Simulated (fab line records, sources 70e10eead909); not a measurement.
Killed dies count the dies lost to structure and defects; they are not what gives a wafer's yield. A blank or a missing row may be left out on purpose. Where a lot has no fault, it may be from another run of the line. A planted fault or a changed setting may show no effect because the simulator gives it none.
Matching of chambers || flow nand-harc || NHARC_P_GATE_DEP_103 on pecvd-02 has 3 sister chambers
The step deposits SiON, target thk 30 nm. 3 wafers are shown with their chamber, then 7 later ones without.

WAFERS, EACH WITH ITS CHAMBER
{"wafer": "L083.6", "chamber": 2, "heater-power-w (W)": 549}
{"wafer": "L088.1", "chamber": 1, "heater-power-w (W)": 823}
{"wafer": "L088.3", "chamber": 0, "heater-power-w (W)": 717}

WAFERS WHOSE CHAMBER IS MISSING
{"wafer": "L088.6", "heater-power-w (W)": 733}
{"wafer": "L093.1", "heater-power-w (W)": 594}
{"wafer": "L093.2", "heater-power-w (W)": 763}
{"wafer": "L093.6", "heater-power-w (W)": 759}
{"wafer": "L097.3", "heater-power-w (W)": 742}
{"wafer": "L097.4", "heater-power-w (W)": 761}
{"wafer": "L097.6", "heater-power-w (W)": 715}

WHICH CHAMBER EACH WENT THROUGH
{"wafer": "L088.6", "from the rows above": 0, "in truth": 0}
{"wafer": "L093.1", "from the rows above": 2, "in truth": 2}
{"wafer": "L093.2", "from the rows above": "can't be placed: 0 or 1", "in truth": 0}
{"wafer": "L093.6", "from the rows above": "can't be placed: 0 or 1", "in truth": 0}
{"wafer": "L097.3", "from the rows above": "can't be placed: 0 or 1", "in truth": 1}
{"wafer": "L097.4", "from the rows above": "can't be placed: 0 or 1", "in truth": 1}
{"wafer": "L097.6", "from the rows above": 0, "in truth": 0}
3 of 7 placed correctly. Unplaceable from these rows: 4, with the true chamber sitting among the candidates in 4. Placed wrongly: 0.
How it was worked out, from the rows above alone: a wafer's distance from a chamber is the root of the sum, over the readings, of the square of ((its reading less the chamber's mean) divided by the reading's scatter). If the next closest chamber is less than 2 further off than the closest, the wafer can't be placed; otherwise it belongs to the closest. For every chamber, the mean is computed from those of its wafers that are shown. The scatter (one wafer shown for each chamber): square how far every hidden wafer sits from the nearest shown wafer, average those squares and take the square root.
